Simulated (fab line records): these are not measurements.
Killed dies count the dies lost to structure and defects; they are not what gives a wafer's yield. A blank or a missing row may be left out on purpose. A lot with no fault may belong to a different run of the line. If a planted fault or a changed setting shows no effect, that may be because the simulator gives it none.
The tool behind it: which one? ; flow n5_finfet ; route of 1938 steps, sampled at 1 step: 12 lots, 36 wafers

WHAT THE GAUGES READ, wafer by wafer
N5_BEOL_M4_CD_MEAS_18: pitch 36 nm, target cd 18 nm.
lot;measured;on;cd_nm (nm)
L075;day 8 08:38;cd_sem-01;18.4 18.0 18.1
L077;day 8 11:33;cd_sem-03;17.7 17.6 18.4
L079;day 9 00:08;cd_sem-02;18.3 17.6 18.7
L081;day 10 03:23;cd_sem-02;18.2 18.5 17.7
L080;day 10 11:20;cd_sem-02;18.1 17.9 17.4
L085;day 10 19:53;cd_sem-01;18.4 18.0 18.6
L090;day 11 09:16;cd_sem-01;18.0 18.1 18.2
L091;day 11 17:16;cd_sem-01;17.9 17.8 18.4
L089;day 12 00:22;cd_sem-02;18.4 18.0 18.4
L094;day 14 02:37;cd_sem-02;18.1 17.7 17.8
L095;day 14 07:46;cd_sem-01;18.3 18.4 17.8
L096;day 14 11:23;cd_sem-03;17.7 17.4 17.8

EACH LOT AND THE TOOL THAT RAN IT (in order: tool; ch and the chambers of the sampled wafers; start)
Record: no process step prior to these readings.

THE ANSWER, worked out from the rows above alone
Rule: usual is defined by the lots themselves. Put in order of their means at a reading, lots are off if they are a third of the lots or fewer, leave a main group of 4 or more, and stand apart from it by a gap of 3 or more times the standard deviation of the main group's means; of several such gaps the widest counts. A main group is skipped when, at the precision printed for the reading in the tables above, its means are all equal. A lot without any number at a reading at which 4 lots or more have one is off too. All remaining lots with rows at the step are treated as sound.
Across all readings shown, no lot is off: no conclusion can be drawn from this.

WHAT HAD BEEN PUT IN BY THE SIMULATOR
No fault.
